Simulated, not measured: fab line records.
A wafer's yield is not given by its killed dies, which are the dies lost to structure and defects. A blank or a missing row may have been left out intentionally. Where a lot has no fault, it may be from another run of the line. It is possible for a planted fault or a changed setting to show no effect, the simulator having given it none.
fab line records -- flow n5_finfet
record lots=5, wafers=15, last_day=19
route steps=1938 shown BEOL_M0_CUTY@714 BEOL_M0@715
lots that met no fault: from a run of the same line without faults
start_h: the number of hours between the record's first day and the start of the first shown wafer of the lot -- wait_h: hours elapsed since this lot's preceding step -- " unchanged from the row above -- L1.1+2: one row covering several wafers at once -- - no value, or no start given -- * or withheld: withheld -- < > ~ a bound
route shown NAME@n: NAME is a module with steps in the file, n the number in the route of the first one -- usual: the fault-free wafers' mean and standard deviation -- same: alike in all rows -- chamber/n: place in a boat -- sites: readings site by site -- _std_site: their standard deviation -- _edge_site: inner sites' mean taken away from outer sites' mean -- radius_mm: for every site, how far away it sits from the centre of the wafer -- mask NAME#n: copy n -- behind: the most recent tool/chamber to have shaped the wafer -- hold: what put the lot on hold/how long, in hours/how the hold closed -- device: transistor that didn't switch, given as n, p or np -- end of line: tests of these same wafers at the route's end -- a step without rows: its recipe alone -- killed: dies that structure and defects cost at the first sort, which is not the same as the wafer's yield -- map: dies across one wafer; x = killed, . = not, _ = none there
set.NAME: the run value of the setting; set.NAME@STEP: its run value at that earlier step -- model.NAME: the simulator's own value behind a step, which no gauge read
a table for each step, a row for each wafer; lots at some steps of the route
services: when a tool's chamber went out of use (start_h, in hours from the record's first day, below 0 if earlier), for how many hours, and the reason
## steps
# step N5_BEOL_M0_CUTY_STRIP_64
# recipe chemistry=N2/H2, temp_c=40, n2_flow_sccm=200, h2_flow_sccm=200, rf_frequency_hz=6e+07
lot.wafer,tool,chamber,start_h,wait_h
L076.2+3+5,rie_diel-02,"0,2,0",150.84,0.1
L077.3+4+6,rie_diel-02,"2,1,0",151.98,0.1
L087.1+2+5,rie_diel-02,"0,3,3",204.43,0.1
L088.1+2+4,rie_diel-04,"2,3,0",207.34,0.1
L096.2+4+5,rie_diel-05,"1,3,3",256.37,0.1
# step N5_BEOL_M0_ETCH_138
# recipe chemistry=CH3F/O2, target_depth_a=120, target=SiCN, time_s=31.6, ion_energy_ev=120, pressure_mtorr=30, source_w=395, bias_w=75, Ar_flow_sccm=150, CH3F_flow_sccm=30, O2_flow_sccm=20, ends=cleared
# usual drypump_motor_current_A=5.8/0.43, etch_rf_on_time_s=29.0/0.65, oes_product_au=0.63/0.052, rf_fwd_power_W=385.9/1.5, rf_vpp_V=297.7/1.2, showerhead_plenum_p_Torr=2.02/0.04, throttle_valve_pct=16.33/0.15
lot.wafer,tool,chamber,start_h,wait_h,drypump_motor_current_A,etch_rf_on_time_s,oes_product_au,rf_fwd_power_W,rf_hours_counter_h,rf_vpp_V,showerhead_plenum_p_Torr,throttle_valve_pct
L076.2,rie_diel-02,0,150.85,0.0,6.2,29.0,0.75,386.3,48,298.8,2.03,16.15
L076.3,rie_diel-02,2,150.85,0.0,4.9,29.0,0.65,387.6,148,297.0,2.00,16.52
L076.5,rie_diel-02,0,150.85,0.0,6.2,29.8,0.74,386.3,-,297.3,2.03,16.15
L077.3,rie_diel-02,2,151.99,0.0,4.9,29.2,0.64,383.8,149,298.1,2.00,16.52
L077.4,rie_diel-02,1,151.99,0.0,5.7,28.8,0.64,385.1,163,296.7,2.00,16.41
L077.6,rie_diel-02,0,151.99,0.0,6.2,28.9,0.75,385.0,-,298.2,2.03,16.15
L087.1,rie_diel-02,0,204.44,0.0,6.2,28.8,0.72,384.8,68,297.7,2.02,16.20
L087.2,rie_diel-02,3,204.44,0.0,5.8,28.6,0.59,388.4,234,298.4,2.05,16.49
L087.5,rie_diel-02,3,204.44,0.0,5.8,29.5,0.59,387.3,-,299.8,2.05,16.50
L088.1,rie_diel-04,2,207.35,0.0,6.3,28.7,0.63,388.6,194,297.8,1.98,16.34
L088.2,rie_diel-04,3,207.35,0.0,5.4,29.4,0.57,384.2,226,299.3,2.06,16.54
L088.4,rie_diel-04,0,207.35,0.0,6.0,29.3,0.57,387.7,235,298.0,1.97,16.28
L096.2,rie_diel-05,1,256.38,0.0,6.3,27.5,0.71,383.6,68,296.1,1.94,16.06
L096.4,rie_diel-05,3,256.38,0.0,5.4,28.8,0.61,385.7,196,299.9,2.07,16.33
L096.5,rie_diel-05,3,256.38,0.0,5.4,29.3,0.62,386.5,-,297.5,2.07,16.34
# step N5_BEOL_M0_HM_OPEN_105
# recipe chemistry=Cl2/BCl3, target_depth_a=120, target=TiN, ion_energy_ev=150, pressure_mtorr=10, icp_w=1000, bias_w=126, Cl2_flow_sccm=53.25, bcl3_flow_sccm=21.75, Ar_flow_sccm=25
# usual drypump_motor_current_A=6.1/0.4, oes_product_au=0.82/0.11, rf_fwd_power_W=996/3.1, throttle_valve_pct=21.90/0.11
lot.wafer,tool,chamber,start_h,wait_h,drypump_motor_current_A,oes_product_au,rf_fwd_power_W,rf_hours_counter_h,throttle_valve_pct
L076.2,rie_metal-01,0,152.65,1.8,6.1,0.81,995,27,21.82
L076.3,rie_metal-01,1,152.65,1.8,6.5,0.81,994,-,21.93
L076.5,rie_metal-01,1,152.65,1.8,6.5,0.81,995,-,21.94
L077.3,rie_metal-02,0,153.67,1.6,6.4,0.58,993,-,22.10
L077.4,rie_metal-02,0,153.67,1.6,6.4,0.58,993,-,22.10
L077.6,rie_metal-02,0,153.67,1.6,6.5,0.58,996,-,22.12
L087.1,rie_metal-01,1,205.97,1.5,6.5,0.80,992,46,21.97
L087.2,rie_metal-01,0,205.97,1.5,6.1,0.79,995,32,21.81
L087.5,rie_metal-01,0,205.97,1.5,6.1,0.80,999,-,21.83
L088.1,rie_metal-02,0,211.59,4.2,6.4,0.95,998,2,21.78
L088.2,rie_metal-02,1,211.59,4.2,5.6,0.92,993,5,21.87
L088.4,rie_metal-02,1,211.59,4.2,5.6,0.92,993,-,21.87
L096.2,rie_metal-03,0,258.10,1.7,5.7,0.80,995,34,21.86
L096.4,rie_metal-03,1,258.10,1.7,6.5,0.91,998,-,21.92
L096.5,rie_metal-03,0,258.10,1.7,5.6,0.81,995,-,21.86
# step N5_BEOL_M0_STRIP_140
# recipe chemistry=CF4, resist=SiARC, power_w=300, bias_power_w=75, pressure_mtorr=50, cf4_flow_sccm=150, rf_frequency_hz=6e+07
# usual drypump_motor_current_A=5.8/0.42, oes_product_au=0.73/0.055, rf_fwd_power_W=292.6/0.83, rf_vpp_V=271.4/1.3, showerhead_plenum_p_Torr=1.81/0.034, throttle_valve_pct=13.62/0.15
lot.wafer,tool,chamber,start_h,wait_h,drypump_motor_current_A,oes_product_au,rf_fwd_power_W,rf_hours_counter_h,rf_vpp_V,showerhead_plenum_p_Torr,throttle_valve_pct
L076.2,rie_diel-02,1,152.87,0.2,5.7,0.73,292.9,163,271.4,1.79,13.69
L076.3,rie_diel-02,2,152.87,0.2,4.9,0.74,291.4,149,270.3,1.79,13.78
L076.5,rie_diel-02,0,152.87,0.2,6.2,0.86,293.2,-,270.0,1.82,13.43
L077.3,rie_diel-02,3,153.97,0.3,5.8,0.71,291.6,217,272.2,1.84,13.80
L077.4,rie_diel-02,0,153.97,0.3,6.2,0.86,292.8,49,271.3,1.82,13.42
L077.6,rie_diel-02,0,153.97,0.3,6.2,0.86,293.0,-,273.2,1.82,13.44
L087.1,rie_diel-04,3,206.14,0.1,5.3,0.67,292.4,226,270.3,1.85,13.84
L087.2,rie_diel-04,0,206.14,0.1,6.0,0.66,293.5,234,271.9,1.77,13.61
L087.5,rie_diel-04,3,206.14,0.1,5.3,0.67,291.1,-,271.8,1.85,13.85
L088.1,rie_diel-05,1,211.97,0.3,6.3,0.83,292.4,54,270.4,1.76,13.33
L088.2,rie_diel-05,2,211.97,0.3,5.7,0.71,292.3,209,271.7,1.77,13.51
L088.4,rie_diel-05,0,211.97,0.3,6.1,0.73,294.1,142,271.5,1.80,13.61
L096.2,rie_diel-04,2,258.31,0.2,6.2,0.70,293.8,216,273.0,1.77,13.69
L096.4,rie_diel-04,2,258.31,0.2,6.2,0.70,293.3,-,270.5,1.77,13.71
L096.5,rie_diel-04,3,258.31,0.2,5.3,0.66,293.0,-,271.0,1.85,13.90
# step N5_BEOL_M0_STRIP_104
# recipe chemistry=N2/H2, power_w=450, temp_c=40, pressure_mtorr=20, rf_frequency_hz=6e+07, overash_fraction=0.3, bias_power_w=7, h2_frac=0.5, n2_flow_sccm=200, h2_flow_sccm=200
# usual drypump_motor_current_A=5.8/0.42, n2_flow_sccm=200.0/0.6, oes_product_au=0.74/0.059, rf_vpp_V=59.3/1.4, showerhead_plenum_p_Torr=2.56/0.053, throttle_valve_pct=23.58/0.23
lot.wafer,tool,chamber,start_h,wait_h,drypump_motor_current_A,n2_flow_sccm,oes_product_au,rf_hours_counter_h,rf_vpp_V,showerhead_plenum_p_Torr,throttle_valve_pct
L076.2,rie_diel-02,1,152.89,0.0,5.7,199.5,0.76,163,60.1,2.54,23.69
L076.3,rie_diel-02,2,152.89,0.0,4.9,199.3,0.76,149,60.4,2.54,23.98
L076.5,rie_diel-02,0,152.89,0.0,6.2,200.9,0.88,-,59.5,2.57,23.47
L077.3,rie_diel-02,3,153.99,0.0,5.8,200.0,0.70,217,59.7,2.62,23.84
L077.4,rie_diel-02,0,153.99,0.0,6.2,199.6,0.87,49,60.4,2.58,23.50
L077.6,rie_diel-02,0,153.99,0.0,6.2,200.0,0.86,-,58.0,2.57,23.48
L087.1,rie_diel-04,3,206.16,0.0,5.4,199.4,0.67,226,61.9,2.61,23.83
L087.2,rie_diel-04,0,206.16,0.0,6.0,200.5,0.69,234,57.6,2.51,23.55
L087.5,rie_diel-04,3,206.16,0.0,5.3,200.2,0.67,-,62.5,2.61,23.90
L088.1,rie_diel-05,1,211.99,0.0,6.3,200.9,0.85,54,58.4,2.47,23.09
L088.2,rie_diel-05,2,211.99,0.0,5.7,201.1,0.72,209,57.2,2.51,23.42
L088.4,rie_diel-05,0,211.99,0.0,6.2,199.3,0.74,142,58.4,2.54,23.62
L096.2,rie_diel-04,2,258.33,0.0,6.2,199.7,0.71,216,58.3,2.51,23.54
L096.4,rie_diel-04,2,258.33,0.0,6.3,199.1,0.72,-,58.4,2.51,23.51
L096.5,rie_diel-04,3,258.33,0.0,5.4,200.2,0.67,-,59.7,2.60,23.91
# step N5_BEOL_M0_WET_ETCH_106
# recipe chemistry=DHF, dilution=10:1, temp_c=25, target=SiO2, target_depth_a=1300, dry=ipa_marangoni, rinse_time_s=30, rinse_temp_c=23
# usual rinse_temp_c=23.00/0.11
lot.wafer,tool,chamber,start_h,wait_h,rinse_temp_c
L076.2,wet_bench-04,7,152.96,-,22.91
L076.3,wet_bench-04,6,152.96,-,22.99
L076.5,wet_bench-04,3,152.96,-,22.98
L077.3,wet_bench-04,5,154.06,-,23.10
L077.4,wet_bench-04,6,154.06,-,23.09
L077.6,wet_bench-04,4,154.06,-,23.03
L087.1,wet_bench-02,5,206.23,-,23.05
L087.2,wet_bench-02,7,206.23,-,22.96
L087.5,wet_bench-02,0,206.23,-,23.14
L088.1,wet_bench-04,3,212.06,-,22.93
L088.2,wet_bench-04,7,212.06,-,23.01
L088.4,wet_bench-04,1,212.06,-,22.96
L096.2,wet_bench-01,0,258.40,-,22.95
L096.4,wet_bench-01,3,258.40,-,23.07
L096.5,wet_bench-01,5,258.40,-,22.96
# step N5_BEOL_M0_ETCH_128
# recipe chemistry=CF4/N2, target_depth_a=120, overetch_a=51, target=SiCN, time_s=21.4, ion_energy_ev=150, pressure_mtorr=40, source_w=430, bias_w=70, Ar_flow_sccm=100, cf4_flow_sccm=60, n2_flow_sccm=60
# usual drypump_motor_current_A=5.8/0.43, n2_flow_sccm=60.03/0.19, oes_product_au=0.51/0.036, rf_fwd_power_W=425.5/1.6, rf_vpp_V=382.7/1.4, showerhead_plenum_p_Torr=2.22/0.041, throttle_valve_pct=15.46/0.15
lot.wafer,tool,chamber,start_h,wait_h,drypump_motor_current_A,n2_flow_sccm,oes_product_au,rf_fwd_power_W,rf_hours_counter_h,rf_vpp_V,showerhead_plenum_p_Torr,throttle_valve_pct
L076.2,rie_diel-02,2,153.01,0.0,4.9,60.27,0.52,424.9,149,381.2,2.21,15.64
L076.3,rie_diel-02,0,153.01,0.0,6.2,59.74,0.60,422.3,49,383.2,2.24,15.27
L076.5,rie_diel-02,0,153.01,0.0,6.3,59.96,0.61,424.6,-,383.7,2.24,15.27
L077.3,rie_diel-02,2,154.31,0.2,4.8,60.06,0.52,424.3,150,382.6,2.21,15.64
L077.4,rie_diel-02,3,154.31,0.2,5.8,59.98,0.49,426.4,217,384.6,2.27,15.60
L077.6,rie_diel-02,3,154.31,0.2,5.9,60.02,0.48,425.8,-,384.0,2.27,15.59
L087.1,rie_diel-05,1,206.29,0.0,6.3,60.09,0.58,424.3,52,380.8,2.15,15.14
L087.2,rie_diel-05,3,206.29,0.0,5.5,59.77,0.50,424.9,177,385.8,2.29,15.43
L087.5,rie_diel-05,3,206.29,0.0,5.4,59.62,0.51,423.5,-,384.9,2.29,15.41
L088.1,rie_diel-02,1,212.58,0.5,5.7,60.30,0.49,423.0,187,382.4,2.20,15.59
L088.2,rie_diel-02,0,212.58,0.5,6.2,60.11,0.58,423.5,70,382.4,2.23,15.31
L088.4,rie_diel-02,2,212.58,0.5,4.9,59.96,0.50,427.7,173,381.1,2.20,15.68
L096.2,rie_diel-04,1,258.45,0.0,5.3,60.03,0.46,425.8,240,382.1,2.26,15.50
L096.4,rie_diel-04,2,258.45,0.0,6.3,59.81,0.49,425.3,-,381.9,2.18,15.50
L096.5,rie_diel-04,3,258.45,0.0,5.4,60.43,0.46,423.9,-,382.8,2.27,15.70
# step N5_BEOL_M0_TRENCH_ETCH_107
# recipe chemistry=C4F6/O2, target_depth_a=328, target=SiOC, time_s=16.4, ion_energy_ev=250, pressure_mtorr=30, source_w=355, bias_w=185, Ar_flow_sccm=300, C4F6_flow_sccm=10, O2_flow_sccm=10
# usual drypump_motor_current_A=5.8/0.43, oes_product_au=0.74/0.054, rf_fwd_power_W=348.2/1.8, rf_vpp_V=668/5.8, showerhead_plenum_p_Torr=2.86/0.053, throttle_valve_pct=20.86/0.15
lot.wafer,tool,chamber,start_h,wait_h,drypump_motor_current_A,oes_product_au,rf_fwd_power_W,rf_hours_counter_h,rf_vpp_V,showerhead_plenum_p_Torr,throttle_valve_pct
L076.2,rie_diel-02,2,153.06,0.0,4.9,0.76,348.1,149,674,2.85,21.07
L076.3,rie_diel-02,0,153.06,0.0,6.2,0.87,345.1,49,673,2.89,20.74
L076.5,rie_diel-02,0,153.06,0.0,6.2,0.86,345.9,-,673,2.89,20.72
L077.3,rie_diel-02,2,154.36,0.0,4.9,0.75,348.1,150,673,2.85,21.09
L077.4,rie_diel-02,3,154.36,0.0,5.9,0.71,346.2,217,676,2.92,20.93
L077.6,rie_diel-02,3,154.36,0.0,5.8,0.71,347.6,-,674,2.92,20.96
L087.1,rie_diel-05,1,206.33,0.0,6.3,0.86,347.1,52,670,2.78,20.57
L087.2,rie_diel-05,3,206.33,0.0,5.5,0.73,345.4,177,666,2.95,20.81
L087.5,rie_diel-05,3,206.33,0.0,5.5,0.73,346.5,-,666,2.95,20.80
L088.1,rie_diel-02,1,212.62,0.0,5.7,0.73,346.6,187,675,2.84,21.03
L088.2,rie_diel-02,0,212.62,0.0,6.2,0.84,346.3,70,672,2.88,20.77
L088.4,rie_diel-02,2,212.62,0.0,4.9,0.73,348.4,173,674,2.84,21.12
L096.2,rie_diel-04,1,258.50,0.0,5.4,0.68,348.9,240,673,2.92,20.86
L096.4,rie_diel-04,2,258.50,0.0,6.2,0.72,349.8,-,667,2.81,20.85
L096.5,rie_diel-04,3,258.50,0.0,5.4,0.66,348.0,-,656,2.93,21.10
# step N5_BEOL_M0_STRIP_142
# recipe chemistry=N2/H2, time_s=10, power_w=450, temp_c=40, pressure_mtorr=20, rf_frequency_hz=6e+07, bias_power_w=7, n2_flow_sccm=200, h2_flow_sccm=200
# usual drypump_motor_current_A=5.8/0.43, n2_flow_sccm=199.9/0.66, oes_product_au=0.74/0.055, rf_vpp_V=59.2/0.85, showerhead_plenum_p_Torr=2.55/0.05, throttle_valve_pct=23.61/0.22
lot.wafer,tool,chamber,start_h,wait_h,drypump_motor_current_A,n2_flow_sccm,oes_product_au,rf_hours_counter_h,rf_vpp_V,showerhead_plenum_p_Torr,throttle_valve_pct
L076.2,rie_diel-02,2,153.08,0.0,4.9,201.5,0.75,149,59.3,2.54,23.99
L076.3,rie_diel-02,0,153.08,0.0,6.2,200.5,0.87,49,58.7,2.57,23.51
L076.5,rie_diel-02,0,153.08,0.0,6.2,199.7,0.88,-,58.9,2.57,23.50
L077.3,rie_diel-02,2,154.38,0.0,4.9,198.9,0.76,150,58.4,2.54,23.97
L077.4,rie_diel-02,3,154.38,0.0,5.8,200.4,0.71,217,59.0,2.62,23.84
L077.6,rie_diel-02,3,154.38,0.0,5.8,200.9,0.71,-,59.6,2.62,23.84
L087.1,rie_diel-05,1,206.36,0.0,6.3,200.3,0.85,52,60.0,2.47,23.12
L087.2,rie_diel-05,3,206.36,0.0,5.5,200.1,0.74,177,60.7,2.64,23.50
L087.5,rie_diel-05,3,206.36,0.0,5.5,200.8,0.74,-,58.4,2.64,23.50
L088.1,rie_diel-02,1,212.64,0.0,5.7,199.6,0.72,187,59.9,2.53,23.76
L088.2,rie_diel-02,0,212.64,0.0,6.2,199.9,0.85,70,60.0,2.57,23.52
L088.4,rie_diel-02,2,212.64,0.0,4.9,199.1,0.73,173,58.7,2.53,24.00
L096.2,rie_diel-04,1,258.52,0.0,5.3,200.2,0.68,240,58.7,2.61,23.62
L096.4,rie_diel-04,2,258.52,0.0,6.2,199.3,0.71,-,60.0,2.51,23.54
L096.5,rie_diel-04,3,258.52,0.0,5.4,199.8,0.66,-,59.4,2.60,23.89
# step N5_BEOL_M0_OCD_MEAS_108
# usual trench_depth_nm=32.7/0.48
lot.wafer,tool,chamber,start_h,wait_h,trench_depth_nm
L076.2,ocd-01,-,153.17,0.1,33.1
L076.3,ocd-01,-,153.17,0.1,33.6
L076.5,ocd-01,-,153.17,0.1,32.5
L077.3,ocd-01,-,154.46,0.1,33.5
L077.4,ocd-01,-,154.46,0.1,32.5
L077.6,ocd-01,-,154.46,0.1,32.5
L087.1,ocd-01,-,206.44,0.1,33.7
L087.2,ocd-01,-,206.44,0.1,32.2
L087.5,ocd-01,-,206.44,0.1,32.7
L088.1,ocd-01,-,212.72,0.1,32.8
L088.2,ocd-01,-,212.72,0.1,33.0
L088.4,ocd-01,-,212.72,0.1,32.6
L096.2,ocd-02,-,258.60,0.1,32.0
L096.4,ocd-02,-,258.60,0.1,32.9
L096.5,ocd-02,-,258.60,0.1,32.4
# step N5_BEOL_M0_HM_STRIP_129
# recipe chemistry=peroxide_tin_strip, material=TiN, target_depth_a=170, temp_c=50, time_s=108
lot.wafer,tool,chamber,start_h,wait_h
L076.2+3+5,wet_bench-02,"5,0,4",153.20,0.0
L077.3+4+6,wet_bench-04,"0,1,7",154.49,0.0
L087.1+2+5,wet_bench-02,"4,0,6",206.49,0.1
L088.1+2+4,wet_bench-01,"3,6,0",212.91,0.2
L096.2+4+5,wet_bench-02,"2,4,7",258.63,0.0
# step N5_BEOL_M0_SRD_130
# recipe time_s=30, temp_c=23, rinse_liquid=diw, dry=ipa_marangoni
# usual do_supply_ppb=10.00/0.11
lot.wafer,tool,chamber,start_h,wait_h,do_supply_ppb
L076.2,wet_bench-02,5,153.24,0.0,10.02
L076.3,wet_bench-02,0,153.24,0.0,10.05
L076.5,wet_bench-02,4,153.24,0.0,10.07
L077.3,wet_bench-04,0,154.52,0.0,9.94
L077.4,wet_bench-04,1,154.52,0.0,9.99
L077.6,wet_bench-04,7,154.52,0.0,9.98
L087.1,wet_bench-02,4,206.53,0.0,9.89
L087.2,wet_bench-02,0,206.53,0.0,9.99
L087.5,wet_bench-02,6,206.53,0.0,10.01
L088.1,wet_bench-01,3,212.94,0.0,10.08
L088.2,wet_bench-01,6,212.94,0.0,10.09
L088.4,wet_bench-01,0,212.94,0.0,10.02
L096.2,wet_bench-02,2,258.66,0.0,10.05
L096.4,wet_bench-02,4,258.66,0.0,10.08
L096.5,wet_bench-02,7,258.66,0.0,9.90
# step N5_BEOL_M0_ETCH_109
# recipe chemistry=CH3F/O2, target_depth_a=80, overetch_a=24, target=SiCN, time_s=27.4, ion_energy_ev=120, pressure_mtorr=30, source_w=395, bias_w=75, Ar_flow_sccm=150, CH3F_flow_sccm=30, O2_flow_sccm=20
# usual drypump_motor_current_A=5.7/0.46, oes_product_au=0.64/0.049, rf_fwd_power_W=392.5/1.2, rf_vpp_V=297.7/1, showerhead_plenum_p_Torr=2.02/0.033, throttle_valve_pct=16.38/0.14
lot.wafer,tool,chamber,start_h,wait_h,drypump_motor_current_A,oes_product_au,rf_fwd_power_W,rf_hours_counter_h,rf_vpp_V,showerhead_plenum_p_Torr,throttle_valve_pct
L076.2,rie_diel-02,1,153.71,0.5,5.7,0.64,393.3,163,297.6,2.00,16.43
L076.3,rie_diel-02,2,153.71,0.5,4.9,0.65,391.6,150,296.8,2.00,16.52
L076.5,rie_diel-02,0,153.71,0.5,6.2,0.76,393.1,-,297.8,2.03,16.15
L077.3,rie_diel-02,2,154.75,0.2,4.9,0.64,391.9,150,297.1,2.00,16.53
L077.4,rie_diel-02,1,154.75,0.2,5.7,0.64,393.1,164,296.0,2.00,16.44
L077.6,rie_diel-02,2,154.75,0.2,4.9,0.65,392.5,-,297.4,2.00,16.51
L087.1,rie_diel-05,1,206.72,0.2,6.3,0.72,391.3,52,297.1,1.95,16.01
L087.2,rie_diel-05,0,206.72,0.2,6.1,0.64,393.6,140,297.6,2.01,16.37
L087.5,rie_diel-05,1,206.72,0.2,6.3,0.72,391.6,-,298.1,1.95,16.03
L088.1,rie_diel-02,3,213.22,0.3,5.8,0.59,391.4,238,298.7,2.05,16.51
L088.2,rie_diel-02,1,213.22,0.3,5.7,0.62,393.3,187,297.8,1.99,16.47
L088.4,rie_diel-02,0,213.22,0.3,6.2,0.73,391.0,71,298.2,2.02,16.20
L096.2,rie_diel-04,1,258.71,0.0,5.3,0.57,393.3,240,298.9,2.05,16.39
L096.4,rie_diel-04,3,258.71,0.0,5.3,0.57,391.3,-,297.0,2.06,16.58
L096.5,rie_diel-04,1,258.71,0.0,5.3,0.59,393.9,-,298.7,2.05,16.38
## services
tool,chamber,start_h,hours,kind
rie_diel-04,1,137.43,26.9,repair
rie_metal-01,1,139.17,8.5,repair
rie_diel-04,-,140.31,15.6,pm
wet_bench-02,-,146.95,1.4,repair
rie_metal-02,1,148.47,-,clean
rie_metal-02,1,148.47,14.8,scheduled_down
rie_metal-02,1,148.47,14.8,vent_cycle
wet_bench-01,-,155.22,1.3,repair
rie_metal-02,0,163.25,-,clean
rie_metal-02,0,163.25,20.9,scheduled_down
rie_metal-02,0,163.25,20.9,vent_cycle
rie_diel-02,-,187.57,0.5,repair
rie_diel-05,1,217.15,4.6,repair
rie_diel-02,1,217.15,5.2,repair
rie_diel-04,3,230.56,7.6,repair
rie_diel-02,3,237.75,-,clean
rie_diel-02,3,237.75,-,consumable_replace:esc
rie_diel-02,3,237.75,-,consumable_replace:focus_ring
rie_diel-02,3,237.75,29.9,scheduled_down
rie_diel-02,3,237.75,29.9,vent_cycle
rie_diel-04,0,244.50,-,clean
rie_diel-04,0,244.50,-,consumable_replace:focus_ring
rie_diel-04,0,244.50,19.1,scheduled_down
rie_diel-04,0,244.50,19.1,vent_cycle
## key
fault none
